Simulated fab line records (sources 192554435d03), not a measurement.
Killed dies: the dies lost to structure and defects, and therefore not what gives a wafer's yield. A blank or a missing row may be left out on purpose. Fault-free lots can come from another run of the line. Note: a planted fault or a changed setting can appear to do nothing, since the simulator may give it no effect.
Split-lot experiment + flow n5_finfet + on a route of 1938 steps: 7 lots, 21 wafers read

SPLIT DETAILS
At N5_MOL_CONTACT_COAG_COAT_64 (time 60 s, resist thk 10 nm), the setting spin_rpm was moved away from the recipe's 1500 rpm on 8 of the 21 wafers read, by -4.3% to +8.4%. All remaining wafers had this setting at the recipe value.

FROM THE SPLIT TO THE READING: what the file shows between them, 8 steps
- N5_MOL_CONTACT_COAG_EXPOSE_37: exposes mask VD, defocus 0 nm (also split here: dose_mj)
- N5_MOL_CONTACT_COAG_PEB_38: peb time 60 s
- N5_MOL_CONTACT_COAG_DEVELOP_39: develop time 30 s
- N5_MOL_CONTACT_COAG_CD_MEAS_40: target cd 25.1 nm
- N5_MOL_CONTACT_COAG_DESCUM_45: chemistry O2, time 7 s
- N5_MOL_CONTACT_COAG_ETCH_65: etches underlayer in N2/H2, target depth 13 nm, time 10.4 s
- N5_MOL_CONTACT_COAG_ETCH_66: etches SiARC in CF4, target depth 13 nm, time 21.7 s
- N5_MOL_CONTACT_COAG_ALD_133: deposits SiO2, target thk 5 nm, pulse time 1 s, co reactant pulse time 1 s

THE READING
CAR-EUV_of_MOL_CONTACT_COAG_COAT_34.thk_nm (the simulator's own value, which no gauge read), in nm, at N5_MOL_CONTACT_COAG_ETCHBACK_134 (etches SiO2 in CHF3, target depth 10 nm, time 6.7 s). The file does not state a usual value for it. Across the 13 wafers here that went through the recipe, the average is 15.6 nm and the standard deviation 0.18 nm.

| wafer  | tool, chamber at the split | spin_rpm as run, rpm | against the recipe | CAR-EUV_of_MOL_CONTACT_COAG_COAT_34.thk_nm, nm | against lot-mates on the recipe |
|--------|----------------------------|----------------------|--------------------|------------------------------------------------|---------------------------------|
| L080.3 | litho_track-04, 0          | 1500                 | recipe             | 15.6                                           | -                               |
| L080.5 | litho_track-04, 0          | 1500                 | recipe             | 15.6                                           | -                               |
| L080.6 | litho_track-04, 0          | 1551                 | +3.4%              | 15.8                                           | +0.2                            |
| L082.4 | litho_track-02, 0          | 1436                 | -4.3%              | 15.4                                           | -0.4                            |
| L082.5 | litho_track-02, 0          | 1436                 | -4.3%              | 15.2                                           | -0.6                            |
| L082.6 | litho_track-02, 0          | 1500                 | recipe             | 15.8                                           | -                               |
| L083.3 | litho_track-04, 0          | 1500                 | recipe             | 15.4                                           | -                               |
| L083.4 | litho_track-04, 0          | 1614                 | +7.6%              | 15.8                                           | +0.4                            |
| L083.5 | litho_track-04, 0          | 1614                 | +7.6%              | 15.8                                           | +0.4                            |
| L084.1 | litho_track-02, 0          | 1500                 | recipe             | 15.4                                           | -                               |
| L084.3 | litho_track-02, 0          | 1626                 | +8.4%              | 16.2                                           | +0.8                            |
| L084.4 | litho_track-02, 0          | 1626                 | +8.4%              | 16                                             | +0.6                            |
| L086.1 | litho_track-04, 0          | 1500                 | recipe             | 15.2                                           | -                               |
| L086.4 | litho_track-04, 0          | 1500                 | recipe             | 15.4                                           | -                               |
| L086.6 | litho_track-04, 0          | 1500                 | recipe             | 15.6                                           | -                               |
| L092.1 | litho_track-05, 0          | 1500                 | recipe             | 15.8                                           | -                               |
| L092.4 | litho_track-05, 0          | 1500                 | recipe             | 15.8                                           | -                               |
| L092.3 | litho_track-05, 0          | 1456                 | -2.9%              | 15.6                                           | -0.2                            |
| L097.2 | litho_track-05, 0          | 1500                 | recipe             | 15.6                                           | -                               |
| L097.4 | litho_track-05, 0          | 1500                 | recipe             | 15.6                                           | -                               |
| L097.6 | litho_track-05, 0          | 1500                 | recipe             | 15.4                                           | -                               |

FIT RESULTS
A straight line over all 21 wafers: CAR-EUV_of_MOL_CONTACT_COAG_COAT_34.thk_nm changes by +0.0497 nm for each +1% of spin_rpm; r = +0.75; the points scatter about the line by 0.17 nm.
The same after taking each lot's own level away (the mean of its wafers on the recipe; 21 wafers): +0.077 nm for each +1%; r = +0.93; scatter 0.12 nm.
Per that fit: largest spin_rpm move, reading shift of 0.65 nm.
The span of the lots' own levels, 15.40 to 15.80 nm, comes to 2.2 times the standard deviation stated above.
So the lot-to-lot level blurs the effect unless lot-mates are compared.
Check: with one of the wafers moved furthest among these (+8.4%) left out of the fit, the line predicts +0.56 nm for it against its lot-mates. Against them it came out at +0.8 nm.

THE OTHER SPLITS THESE WAFERS WENT THROUGH
These wafers also went through other splits before the reading. Each is held against what the fit with the lots' levels taken away leaves over:
| other split on the same wafers        | wafers away from the commonest value | r with CAR-EUV_of_MOL_CONTACT_COAG_COAT_34.thk_nm (lot level and that fit taken away) |
|---------------------------------------|--------------------------------------|---------------------------------------------------------------------------------------|
| N5_WELL_APT_COAT_02 spin_rpm          | 9                                    | +0.37                                                                                 |
| N5_FIN_SAQP_PEB_14 peb_time_s         | 4                                    | +0.51                                                                                 |
| N5_DUMMY_GATE_COAT_28 spin_rpm        | 6                                    | -0.04                                                                                 |
| N5_SD_EPI_N_EPI_21 time_s             | 3                                    | +0.09                                                                                 |
| N5_SDB_EXPOSE_08 dose_mj              | 6                                    | +0.12                                                                                 |
| N5_SDB_ETCH_25 time_s                 | 9                                    | -0.13                                                                                 |
| N5_SDB_CUT_ETCH_26 icp_w              | 7                                    | -0.03                                                                                 |
| N5_HKMG_FIN_PEB_10 peb_time_s         | 6                                    | -0.23                                                                                 |
| N5_MOL_CONTACT_COAG_ETCH_105 bias_w   | 6                                    | -0.07                                                                                 |
| N5_MOL_CONTACT_COAG_EXPOSE_37 dose_mj | 10                                   | +0.44                                                                                 |

THE WHOLE CHAIN: every reading that the file lists as answering this split, in the file's order
| step                             | what it does                                                | reading                                                                                        | change (the file's fit)                | r (the file's) |
|----------------------------------|-------------------------------------------------------------|------------------------------------------------------------------------------------------------|----------------------------------------|----------------|
| N5_MOL_CONTACT_COAG_COAT_64      | time 60 s, resist thk 10 nm                                 | underlayer_of_MOL_CONTACT_COAG_COAT_64.thk_nm (the simulator's own value, which no gauge read) | -0.0511 nm for each +1% of the setting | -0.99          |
| N5_MOL_CONTACT_COAG_ETCH_65      | etches underlayer in N2/H2, target depth 13 nm, time 10.4 s | etch.depth_nm (the simulator's own value, which no gauge read)                                 | -0.0481 nm for each +1% of the setting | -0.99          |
| N5_MOL_CONTACT_COAG_ETCHBACK_134 | etches SiO2 in CHF3, target depth 10 nm, time 6.7 s         | CAR-EUV_of_MOL_CONTACT_COAG_COAT_34.thk_nm (the simulator's own value, which no gauge read)    | +0.0739 nm for each +1% of the setting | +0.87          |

THE FILE'S OWN FIT
CAR-EUV_of_MOL_CONTACT_COAG_COAT_34.thk_nm changes by +0.0739 nm for each +1% of spin_rpm, r = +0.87.
